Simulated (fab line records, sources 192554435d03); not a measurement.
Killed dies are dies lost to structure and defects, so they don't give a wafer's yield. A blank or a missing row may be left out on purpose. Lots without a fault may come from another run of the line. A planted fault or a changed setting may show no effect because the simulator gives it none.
fab line records | flow n5_finfet
record lots=7 wafers=21
route steps=1938 shown BEOL_M3@958 BEOL_M4@1040 BEOL_M5@1130 BEOL_M6@1194 BEOL_M7@1267
start_h: hours from the record's first day to the start of the lot's first wafer shown | wait_h: hours since the lot's step before | " the same as in the row above | L1.1+2: a row that stands for several wafers | - no value, or no start given | * or withheld: withheld | < > ~ a bound
route shown NAME@n: a module of which the file shows steps, and the number in the route of the first | usual: mean/standard deviation of fault-free wafers | same: alike in all rows | chamber/n: place in a boat | sites: the reading at each site | _std_site: their standard deviation | _edge_site: outer sites' mean less inner sites' | radius_mm: how far each site lies from the wafer's centre | mask NAME#n: copy n | behind: the tool/chamber that last shaped the wafer | hold: why the lot was held/for how many hours/how that ended | device: the transistor (n, p or np) that didn't switch | end of line: the same wafers' tests at the end of the route | a step without rows: its recipe alone | killed: dies lost to structure and defects at the first sort, not the wafer's yield | map: a wafer's dies, x killed, . not, _ none there
set.NAME: the setting as run; set.NAME@STEP: as run at that earlier step | model.NAME: the simulator's own value behind a step, which no gauge read
lots whose settings were changed on purpose; a table a step, a row a wafer
## steps
# step N5_BEOL_M3_COAT_68
# recipe resist=SiARC temp_c=220 time_s=60 spin_rpm=1500 resist_thk_nm=12
# columns lot.wafer tool chamber start_h wait_h set.spin_rpm model.SiARC_of_BEOL_M3_COAT_68.thk_nm
L078.2+3+4 litho_track-01 0 - - 1500 12
L083.4+5+6 litho_track-01 0 - - 1500 12
L085.2 litho_track-03 0 - - 1569 11.8
L085.3+5 " 0 " " 1500 12
L088.1+2 litho_track-03 0 - - 1436 12.2
L088.3 " 0 " " 1500 12
L089.4 litho_track-03 0 - - 1381 12.6
L089.5+6 " 0 " " 1500 12
L092.2+3+6 litho_track-01 0 - - 1500 12
L095.2+3 litho_track-03 0 - - 1500 12
L095.5 " 0 " " 1420 12.4
# step N5_BEOL_M3_COAT_76
# recipe resist=underlayer temp_c=205 time_s=60 spin_rpm=1500 resist_thk_nm=5
# step N5_BEOL_M3_COAT_22
# recipe resist=CAR-EUV spin_rpm=1500 resist_thk_nm=30
# step N5_BEOL_M3_DESCUM_33
# recipe chemistry=O2 time_s=7 source_power_w=50 bias_power_w=20 pressure_mtorr=20 rf_frequency_hz=2.712e+07 temp_c=40 resist=CAR-EUV o2_flow_sccm=225
# step N5_BEOL_M3_ETCH_77
# recipe chemistry=N2/H2 target=underlayer target_depth_a=65 mask_material=CAR-EUV time_s=5.2 ion_energy_ev=200 pressure_mtorr=30 source_w=840 bias_w=150 n2_flow_sccm=200 h2_flow_sccm=200 ends=cleared
# step N5_BEOL_M3_ETCH_69
# recipe chemistry=CF4 target=SiARC target_depth_a=156 mask_material=CAR-EUV time_s=26 ion_energy_ev=80 pressure_mtorr=40 source_w=545 bias_w=36 Ar_flow_sccm=100 cf4_flow_sccm=100 ends=cleared
# columns lot.wafer tool chamber start_h wait_h set.spin_rpm@BEOL_M3_COAT_68 model.etch.depth_nm
L078.2 rie_diel-04 1 184.74 0.0 1500 12
L078.3 " 3 " " 1500 11.98
L078.4 " 1 " " 1500 11.97
L083.4+6 rie_diel-04 3,1 196.57 0.0 1500 12
L083.5 " 2 " " 1500 12.02
L085.2 rie_diel-02 1 230.75 0.0 1569 11.81
L085.3 " 0 " " 1500 12.01
L085.5 " 0 " " 1500 12.06
L088.1 rie_diel-04 0 239.34 0.0 1436 12.23
L088.2 " 2 " " 1436 12.28
L088.3 " 1 " " 1500 12
L089.4 rie_diel-02 0 242.41 0.0 1381 12.54
L089.5 " 2 " " 1500 12.06
L089.6 " 3 " " 1500 12.03
L092.2 rie_diel-03 0 257.34 0.0 1500 11.97
L092.3 " 2 " " 1500 12.04
L092.6 " 1 " " 1500 12.07
L095.2 rie_diel-04 1 289.99 0.0 1500 12.05
L095.3 " 0 " " 1500 12.01
L095.5 " 1 " " 1420 12.35
# step N5_BEOL_M3_ALD_98
# recipe material=SiO2 target_thk_a=25 temp_c=100 ald_precursor_family=BDEAS ald_co_reactant=O2-plasma pulse_time_s=1 co_reactant_pulse_time_s=1 purge_time_s=2 co_reactant_purge_time_s=2 ald_cycles=17 pressure_torr=2
# step N5_BEOL_M3_ETCHBACK_99
# recipe chemistry=CHF3 target=SiO2 target_depth_a=50 time_s=10.4 source_w=215 bias_w=47 Ar_flow_sccm=200 CHF3_flow_sccm=12 ion_energy_ev=100 pressure_mtorr=30
# step N5_BEOL_M3_ETCH_70
# recipe chemistry=N2/H2 target=SOC target_depth_a=800 overetch_a=160 mask_material=SiARC temp_c=40 time_s=120 ion_energy_ev=200 pressure_mtorr=30 source_w=840 bias_w=150 n2_flow_sccm=200 h2_flow_sccm=200
# columns lot.wafer tool chamber start_h wait_h set.spin_rpm@BEOL_M3_COAT_67 model.etch.depth_nm
L078.2 rie_diel-02 3 186.38 0.0 1391 61.9
L078.3 " 2 " " 1500 59.76
L078.4 " 1 " " 1391 62.1
L083.4 rie_diel-02 3 209.37 0.0 1500 59.97
L083.5 " 0 " " 1500 60.1
L083.6 " 2 " " 1500 60.07
L085.2 rie_diel-04 0 231.95 0.0 1500 60.2
L085.3 " 1 " " 1500 60.24
L085.5 " 3 " " 1576 58.58
L088.1 rie_diel-02 2 243.68 0.0 1500 60.04
L088.2 " 0 " " 1500 59.94
L088.3 " 3 " " 1500 60.28
L089.4 rie_diel-03 3 243.76 0.0 1500 60.21
L089.5 " 1 " " 1500 60.18
L089.6 " 2 " " 1500 60.07
L092.2 rie_diel-04 1 263.16 0.0 1622 57.68
L092.3 " 2 " " 1500 59.93
L092.6 " 0 " " 1622 57.81
L095.2 rie_diel-02 1 293.60 0.0 1500 60.17
L095.3 " 0 " " 1500 60.08
L095.5 " 1 " " 1500 60.19
# step N5_BEOL_M3_STRIP_71
# recipe chemistry=N2/H2 temp_c=40 n2_flow_sccm=200 h2_flow_sccm=200 rf_frequency_hz=6e+07
# step N5_BEOL_M3_STRIP_78
# recipe chemistry=N2/H2 temp_c=40 n2_flow_sccm=200 h2_flow_sccm=200 rf_frequency_hz=6e+07
# step N5_BEOL_M3_VIA_ETCH_34
# recipe chemistry=C4F6/O2 target_depth_a=694 mask_material=SOC pressure_mtorr=15 ion_energy_ev=250 taper_deg=4 time_s=65.9 source_w=350 bias_w=170 Ar_flow_sccm=300 C4F6_flow_sccm=10 O2_flow_sccm=10
# columns lot.wafer tool chamber start_h wait_h set.spin_rpm@BEOL_M3_COAT_67 model.SOC_of_BEOL_M3_COAT_67.thk_nm
L078.2+4 rie_diel-02 3,1 186.48 0.0 1391 54
L078.3 " 2 " " 1500 51.8
L083.4+5+6 rie_diel-02 3,0,2 209.46 0.0 1500 52
L085.2 rie_diel-04 0 232.05 0.0 1500 52.2
L085.3 " 1 " " 1500 52
L085.5 " 3 " " 1576 50.2
L088.1 rie_diel-02 2 243.78 0.0 1500 52
L088.2 " 0 " " 1500 51.8
L088.3 " 3 " " 1500 52.2
L089.4 rie_diel-03 3 243.84 0.0 1500 52.4
L089.5+6 " 1,2 " " 1500 52
L092.2 rie_diel-04 1 263.26 0.0 1622 49.8
L092.3 " 2 " " 1500 51.8
L092.6 " 0 " " 1622 50
L095.2+3+5 rie_diel-02 1,0,1 293.70 0.0 1500 52
# step N5_BEOL_M4_ETCH_64
# recipe chemistry=N2/H2 target=SOC target_depth_a=750 overetch_a=225 mask_material=SiARC temp_c=40 time_s=121.9 ion_energy_ev=200 pressure_mtorr=30 source_w=840 bias_w=150 n2_flow_sccm=200 h2_flow_sccm=200
# usual rf_vpp_V=524.2/2.3
# columns lot.wafer tool chamber start_h wait_h set.bias_w rf_vpp_V model.SiARC_of_BEOL_M4_COAT_62.thk_nm
L078.2 rie_diel-01 1 193.98 0.0 150 523.8 6.2
L078.3 " 0 " " 150 523.2 6.4
L078.4 " 2 " " 161.2 549.1 5.4
L083.4 rie_diel-05 1 214.94 0.0 150 520.4 6
L083.5 " 3 " " 150 525.8 6.4
L083.6 " 2 " " 150 521.6 6
L085.2 rie_diel-05 2 237.46 0.0 173.8 572.7 4.8
L085.3 " 1 " " 150 521.1 6.2
L085.5 " 2 " " 150 522.0 6
L089.4 rie_diel-01 3 250.56 0.0 150 523.4 6.4
L089.5 " 2 " " 150 525.4 6
L089.6 " 3 " " 123.3 462.8 7.6
L088.1 rie_diel-06 0 250.60 0.0 150 522.8 6.4
L088.2 " 1 " " 150 520.7 6.4
L088.3 " 2 " " 174.8 581.2 5.2
L092.2 rie_diel-06 3 270.14 0.0 150 523.6 6
L092.3 " 2 " " 150 528.0 6.2
L092.6 " 1 " " 124.1 460.3 7.8
L095.2 rie_diel-06 3 300.04 0.0 127.5 474.0 7.2
L095.3 " 0 " " 150 522.5 6.2
L095.5 " 3 " " 150 524.7 6
# step N5_BEOL_M4_COAT_67
# recipe resist=SOC temp_c=250 time_s=60 spin_rpm=1500 resist_thk_nm=60
# columns lot.wafer tool chamber start_h wait_h set.spin_rpm model.SOC_of_BEOL_M4_COAT_67.thk_nm
L078.2 litho_track-02 0 194.37 0.0 1617 57.8
L078.3+4 " 0 " " 1500 60.2
L083.4+5+6 litho_track-02 0 215.33 0.0 1500 59.8
L085.2+5 litho_track-02 0 237.87 0.0 1500 60
L085.3 " 0 " " 1413 61.6
L089.4+6 litho_track-01 0 250.95 0.0 1415 61.6
L089.5 " 0 " " 1500 60
L088.1+2 litho_track-02 0 250.99 0.0 1500 60
L088.3 " 0 " " 1500 59.8
L092.2+6 litho_track-01 0 270.53 0.0 1500 59.8
L092.3 " 0 " " 1500 60
L095.2+3+5 litho_track-02 0 300.44 0.0 1636 57.4
# step N5_BEOL_M4_COAT_68
# recipe resist=SiARC temp_c=220 time_s=60 spin_rpm=1500 resist_thk_nm=12
# step N5_BEOL_M4_COAT_76
# recipe resist=underlayer temp_c=205 time_s=60 spin_rpm=1500 resist_thk_nm=5
# step N5_BEOL_M4_ALD_98
# recipe material=SiO2 target_thk_a=25 temp_c=100 ald_precursor_family=BDEAS ald_co_reactant=O2-plasma pulse_time_s=1 co_reactant_pulse_time_s=1 purge_time_s=2 co_reactant_purge_time_s=2 ald_cycles=17 pressure_torr=2
# step N5_BEOL_M4_ETCHBACK_99
# recipe chemistry=CHF3 target=SiO2 target_depth_a=50 time_s=10.4 source_w=215 bias_w=47 Ar_flow_sccm=200 CHF3_flow_sccm=12 ion_energy_ev=100 pressure_mtorr=30
# step N5_BEOL_M4_ETCH_70
# recipe chemistry=N2/H2 target=SOC target_depth_a=800 overetch_a=240 mask_material=SiARC temp_c=40 time_s=130 ion_energy_ev=200 pressure_mtorr=30 source_w=840 bias_w=150 n2_flow_sccm=200 h2_flow_sccm=200
# columns lot.wafer tool chamber start_h wait_h set.spin_rpm@BEOL_M4_COAT_67 model.etch.depth_nm
L078.2 rie_diel-01 2 200.88 0.0 1617 57.89
L078.3 " 1 " " 1500 60.16
L078.4 " 0 " " 1500 60.11
L083.4 rie_diel-01 1 225.38 0.0 1500 59.75
L083.5 " 2 " " 1500 59.86
L083.6 " 1 " " 1500 59.81
L085.2 rie_diel-06 2 246.70 0.0 1500 60.02
L085.3 " 0 " " 1413 61.69
L085.5 " 2 " " 1500 59.92
L089.4 rie_diel-06 1 254.68 0.0 1415 61.67
L089.5 " 0 " " 1500 59.97
L089.6 " 1 " " 1415 61.59
L088.1 rie_diel-05 3 255.53 0.0 1500 60
L088.2 " 2 " " 1500 59.95
L088.3 " 0 " " 1500 59.89
L092.2 rie_diel-01 0 274.36 0.0 1500 59.78
L092.3 " 1 " " 1500 59.92
L092.6 " 2 " " 1500 59.8
L095.2 rie_diel-01 0 308.87 0.0 1636 57.41
L095.3 " 3 " " 1636 57.33
L095.5 " 3 " " 1636 57.37
# step N5_BEOL_M4_STRIP_71
# recipe chemistry=N2/H2 temp_c=40 n2_flow_sccm=200 h2_flow_sccm=200 rf_frequency_hz=6e+07
# step N5_BEOL_M4_STRIP_78
# recipe chemistry=N2/H2 temp_c=40 n2_flow_sccm=200 h2_flow_sccm=200 rf_frequency_hz=6e+07
# step N5_BEOL_M4_VIA_ETCH_34
# recipe chemistry=C4F6/O2 target_depth_a=694 mask_material=SOC pressure_mtorr=15 ion_energy_ev=250 taper_deg=4 time_s=65.9 source_w=350 bias_w=170 Ar_flow_sccm=300 C4F6_flow_sccm=10 O2_flow_sccm=10
# columns lot.wafer tool chamber start_h wait_h set.spin_rpm@BEOL_M4_COAT_67 model.SOC_of_BEOL_M4_COAT_67.thk_nm
L078.2 rie_diel-01 2 200.98 0.0 1617 49.4
L078.3+4 " 1,0 " " 1500 51.8
L083.4+6 rie_diel-01 1 225.48 0.0 1500 51.6
L083.5 " 2 " " 1500 51.4
L085.2 rie_diel-06 2 246.81 0.0 1500 51.8
L085.3 " 0 " " 1413 53.6
L085.5 " 2 " " 1500 51.6
L089.4 rie_diel-06 1 254.78 0.0 1415 53.8
L089.5 " 0 " " 1500 51.8
L089.6 " 1 " " 1415 53.6
L088.1+2 rie_diel-05 3,2 255.63 0.0 1500 51.8
L088.3 " 0 " " 1500 51.6
L092.2 rie_diel-01 0 274.47 0.0 1500 51.4
L092.3 " 1 " " 1500 51.6
L092.6 " 2 " " 1500 51.2
L095.2+5 rie_diel-01 0,3 308.98 0.0 1636 49.2
L095.3 " 3 " " 1636 49
# step N5_BEOL_M5_ETCH_72
# recipe chemistry=N2/H2 target=underlayer target_depth_a=65 mask_material=CAR-EUV time_s=5.2 ion_energy_ev=200 pressure_mtorr=30 source_w=840 bias_w=150 n2_flow_sccm=200 h2_flow_sccm=200 ends=cleared
# usual rf_vpp_V=523/3
# columns lot.wafer tool chamber start_h wait_h set.bias_w rf_vpp_V
L078.2 rie_diel-02 0 210.53 0.0 136.5 488
L078.3 " 3 " " 136.5 491
L078.4 " 2 " " 136.5 492
L083.4 rie_diel-03 2 233.65 0.0 150 525
L083.5 " 2 " " 150 524
L083.6 " 3 " " 150 526
L085.2 rie_diel-04 1 255.46 0.0 150 523
L085.3 " 0 " " 132.7 479
L085.5 " 1 " " 132.7 487
L089.4 rie_diel-03 1 263.62 0.0 150 524
L089.5 " 3 " " 150 529
L089.6 " 0 " " 170.3 567
L088.1 rie_diel-03 0 263.92 0.0 135.2 488
L088.2 " 3 " " 150 527
L088.3 " 1 " " 150 527
L092.2 rie_diel-03 2 283.36 0.0 150 524
L092.3 " 1 " " 150 525
L092.6 " 3 " " 174 581
L095.2 rie_diel-02 0 316.28 0.0 150 520
L095.3 " 2 " " 150 525
L095.5 " 1 " " 127.1 471
# step N5_BEOL_M5_COAT_22
# recipe resist=CAR-EUV spin_rpm=1500 resist_thk_nm=30
# columns lot.wafer tool chamber start_h wait_h set.spin_rpm model.CAR-EUV_of_BEOL_M5_COAT_22.thk_nm
L078.2 litho_track-03 0 - - 1500 30
L078.3+4 " 0 " " 1624 28.8
L083.4+5+6 litho_track-05 0 - - 1500 29.8
L085.2 litho_track-04 0 - - 1500 29.8
L085.3 " 0 " " 1625 28.8
L085.5 " 0 " " 1500 30
L089.4+6 litho_track-05 0 - - 1500 29.8
L089.5 " 0 " " 1500 30
L088.1+3 litho_track-05 0 - - 1564 29.4
L088.2 " 0 " " 1500 30
L092.2 litho_track-04 0 - - 1500 29.8
L092.3+6 " 0 " " 1372 31.4
L095.2 litho_track-03 0 - - 1500 30.2
L095.3 " 0 " " 1608 29.2
L095.5 " 0 " " 1500 30
# step N5_BEOL_M5_EBR_24
# recipe solvent=PGMEA ebr_width_mm=1.5
# step N5_BEOL_M5_SOFTBAKE_23
# recipe temp_c=110 time_s=60 resist=CAR-EUV
# step N5_BEOL_M5_DESCUM_33
# recipe chemistry=O2 time_s=7 source_power_w=50 bias_power_w=20 pressure_mtorr=20 rf_frequency_hz=2.712e+07 temp_c=40 resist=CAR-EUV o2_flow_sccm=225
# step N5_BEOL_M5_ETCH_75
# recipe chemistry=N2/H2 target=underlayer target_depth_a=65 mask_material=CAR-EUV time_s=5.2 ion_energy_ev=200 pressure_mtorr=30 source_w=840 bias_w=150 n2_flow_sccm=200 h2_flow_sccm=200 ends=cleared
# step N5_BEOL_M5_ETCH_67
# recipe chemistry=CF4 target=SiARC target_depth_a=156 mask_material=CAR-EUV time_s=26 ion_energy_ev=80 pressure_mtorr=40 source_w=545 bias_w=36 Ar_flow_sccm=100 cf4_flow_sccm=100 ends=cleared
# columns lot.wafer tool chamber start_h wait_h set.spin_rpm@BEOL_M5_COAT_22 model.CAR-EUV_of_BEOL_M5_COAT_22.thk_nm
L078.2 rie_diel-02 0 212.66 0.0 1500 11
L078.3+4 " 3,2 " " 1624 9.8
L083.4 rie_diel-04 1 236.48 0.0 1500 11
L083.5+6 " 3,2 " " 1500 10.8
L085.2 rie_diel-03 3 256.45 0.0 1500 10.8
L085.3 " 0 " " 1625 10
L085.5 " 0 " " 1500 11
L089.4+5 rie_diel-04 0,2 266.36 0.0 1500 11
L089.6 " 1 " " 1500 10.8
L088.1 rie_diel-02 3 266.70 0.0 1564 10.6
L088.2 " 1 " " 1500 11.2
L088.3 " 0 " " 1564 10.4
L092.2 rie_diel-03 2 284.30 0.0 1500 10.8
L092.3 " 3 " " 1372 12.2
L092.6 " 3 " " 1372 12.4
L095.2+5 rie_diel-02 1,3 318.51 0.0 1500 11.2
L095.3 " 2 " " 1608 10.2
# step N5_BEOL_M6_ILD_DEP_00
# recipe material=SiCOH_lowk target_thk_a=1797.5 temp_c=300 precursor=DEMS/porogen pressure_torr=5 rf_w=500 time_s=33.4
# columns lot.wafer tool chamber start_h wait_h set.time_s model.SiCOH_lowk_of_BEOL_M6_ILD_DEP_00.thk_nm
L078.2 pecvd-02 0 219.63 0.0 33.4 177.8
L078.3 " 2 " " 36.44 190.8
L078.4 " 1 " " 33.4 180.2
L083.4 pecvd-02 0 243.78 0.1 33.4 183.4
L083.5 " 1 " " 33.4 180
L083.6 " 2 " " 33.4 179.8
L085.2 pecvd-02 1 263.46 0.0 37.42 202.2
L085.3 " 2 " " 37.42 198.4
L085.5 " 2 " " 37.42 200.4
L089.4 pecvd-01 2 275.31 0.1 28.6 152.6
L089.5 " 1 " " 33.4 182
L089.6 " 0 " " 28.6 158.4
L088.1 pecvd-02 2 275.61 0.0 33.4 179
L088.2 " 0 " " 33.4 181.2
L088.3 " 1 " " 33.4 179.2
L092.2 pecvd-03 0 291.96 0.0 33.4 179.4
L092.3 " 1 " " 37.32 200.4
L092.6 " 2 " " 33.4 179.6
L095.2 pecvd-03 2 325.84 0.0 33.4 176.6
L095.3 " 1 " " 33.4 179
L095.5 " 0 " " 33.4 179.4
# step N5_BEOL_M6_CURE_74
# recipe temp_c=385 time_s=240 ambient=He/Ar material=SiCOH_lowk
# columns lot.wafer tool chamber start_h wait_h set.time_s@BEOL_M6_ILD_DEP_00 model.SiCOH_lowk_of_BEOL_M6_ILD_DEP_00.thk_nm
L078.2 uv_cure-01 2 219.78 0.1 33.4 153.2
L078.3 " 2 " " 36.44 164.6
L078.4 " 2 " " 33.4 155.4
L083.4 uv_cure-03 1 244.06 0.3 33.4 158.2
L083.5 " 1 " " 33.4 155.2
L083.6 " 1 " " 33.4 155
L085.2 uv_cure-02 2 263.64 0.2 37.42 174.6
L085.3 " 2 " " 37.42 171.4
L085.5 " 2 " " 37.42 173
L089.4 uv_cure-02 1 275.60 0.3 28.6 131.4
L089.5 " 1 " " 33.4 157
L089.6 " 1 " " 28.6 136.6
L088.1 uv_cure-02 1 275.84 0.2 33.4 154.2
L088.2 " 1 " " 33.4 156.2
L088.3 " 1 " " 33.4 154.4
L092.2 uv_cure-03 2 292.10 0.1 33.4 154.6
L092.3 " 2 " " 37.32 173
L092.6 " 2 " " 33.4 154.8
L095.2 uv_cure-02 1 325.99 0.1 33.4 152.4
L095.3 " 1 " " 33.4 154.4
L095.5 " 1 " " 33.4 154.6
# step N5_BEOL_M6_THK_MEAS_01
# recipe reads=SiCOH_lowk_of_BEOL_M6_ILD_DEP_00
# usual M6_ILD_THK=154.8/2
# columns lot.wafer tool chamber start_h wait_h set.time_s@BEOL_M6_ILD_DEP_00 M6_ILD_THK[nm]
L078.2 film_metro-02 - 220.21 0.4 33.4 153.3
L078.3 " - " " 36.44 164.7
L078.4 " - " " 33.4 155.4
L083.4 film_metro-02 - 244.34 0.2 33.4 158.2
L083.5 " - " " 33.4 155.3
L083.6 " - " " 33.4 154.9
L085.2 film_metro-02 - 264.07 0.4 37.42 174.6
L085.3 " - " " 37.42 171.4
L085.5 " - " " 37.42 173.0
L089.4 film_metro-01 - 275.87 0.2 28.6 131.4
L089.5 " - " " 33.4 157.0
L089.6 " - " " 28.6 136.5
L088.1 film_metro-02 - 276.35 0.4 33.4 154.4
L088.2 " - " " 33.4 156.2
L088.3 " - " " 33.4 154.5
L092.2 film_metro-02 - 292.54 0.4 33.4 154.6
L092.3 " - " " 37.32 173.0
L092.6 " - " " 33.4 154.8
L095.2 film_metro-01 - 326.42 0.4 33.4 152.3
L095.3 " - " " 33.4 154.4
L095.5 " - " " 33.4 154.6
# step N5_BEOL_M7_HM_DEP_02
# recipe material=TiN target_thk_a=200 temp_c=25 chamber_pressure_pa=0.49996
# columns lot.wafer tool chamber start_h wait_h set.target_thk_a model.TiN_of_BEOL_M7_HM_DEP_02.thk_nm
L078.2 pvd_sputter-01 - 232.30 1.2 200 20.4
L078.3 " - " " 216.2 22.2
L078.4 " - " " 200 20.2
L083.4+5+6 pvd_sputter-03 - 254.90 2.2 200 20
L085.2 pvd_sputter-03 - 273.29 1.6 219 22
L085.3 " - " " 200 20.2
L085.5 " - " " 219 22.2
L089.4 pvd_sputter-02 - 288.99 2.3 178.4 17.6
L089.5 " - " " 200 19.8
L089.6 " - " " 178.4 17.4
L088.1 pvd_sputter-03 - 289.08 1.1 200 19.8
L088.2 " - " " 200 20
L088.3 " - " " 226 22.8
L092.2 pvd_sputter-01 - 301.77 1.1 200 20
L092.3 " - " " 200 20.4
L092.6 " - " " 200 20.2
L095.2 pvd_sputter-01 - 336.51 1.0 224 22.8
L095.3 " - " " 200 20.4
L095.5 " - " " 200 20.2
## key
split step=N5_BEOL_M3_COAT_68 setting=spin_rpm stated=1500 by=wafer
response step=N5_BEOL_M3_COAT_68 reading=model.SiARC_of_BEOL_M3_COAT_68.thk_nm change=-0.0663 per=1% r=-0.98
response step=N5_BEOL_M3_ETCH_69 reading=model.etch.depth_nm change=-0.0592 per=1% r=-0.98
split step=N5_BEOL_M4_ETCH_64 setting=bias_w stated=150 by=wafer
response step=N5_BEOL_M4_ETCH_64 reading=rf_vpp_V change=+3.49 per=1% r=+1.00
response step=N5_BEOL_M4_ETCH_64 reading=model.SiARC_of_BEOL_M4_COAT_62.thk_nm change=-0.083 per=1% r=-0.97
split step=N5_BEOL_M4_COAT_67 setting=spin_rpm stated=1500 by=wafer
response step=N5_BEOL_M4_COAT_67 reading=model.SOC_of_BEOL_M4_COAT_67.thk_nm change=-0.293 per=1% r=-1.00
response step=N5_BEOL_M4_ETCH_70 reading=model.etch.depth_nm change=-0.292 per=1% r=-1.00
response step=N5_BEOL_M4_VIA_ETCH_34 reading=model.SOC_of_BEOL_M4_COAT_67.thk_nm change=-0.32 per=1% r=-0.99
split step=N5_BEOL_M5_ETCH_72 setting=bias_w stated=150 by=wafer
response step=N5_BEOL_M5_ETCH_72 reading=rf_vpp_V change=+3.42 per=1% r=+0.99
split step=N5_BEOL_M5_COAT_22 setting=spin_rpm stated=1500 by=wafer
response step=N5_BEOL_M5_COAT_22 reading=model.CAR-EUV_of_BEOL_M5_COAT_22.thk_nm change=-0.149 per=1% r=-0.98
response step=N5_BEOL_M5_ETCH_67 reading=model.CAR-EUV_of_BEOL_M5_COAT_22.thk_nm change=-0.144 per=1% r=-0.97
split step=N5_BEOL_M6_ILD_DEP_00 setting=time_s stated=33.4 by=wafer
response step=N5_BEOL_M6_ILD_DEP_00 reading=model.SiCOH_lowk_of_BEOL_M6_ILD_DEP_00.thk_nm change=+1.72 per=1% r=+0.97
response step=N5_BEOL_M6_CURE_74 reading=model.SiCOH_lowk_of_BEOL_M6_ILD_DEP_00.thk_nm change=+1.5 per=1% r=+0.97
response step=N5_BEOL_M6_THK_MEAS_01 reading=M6_ILD_THK change=+1.5 per=1% r=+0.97
split step=N5_BEOL_M7_HM_DEP_02 setting=target_thk_a stated=200 by=wafer
response step=N5_BEOL_M7_HM_DEP_02 reading=model.TiN_of_BEOL_M7_HM_DEP_02.thk_nm change=+0.215 per=1% r=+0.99
split outside_this_file step=N5_BEOL_M3_COAT_67 setting=spin_rpm
# split outside_this_file: this setting was split too, and the file shows its column; the key of that split is in another file
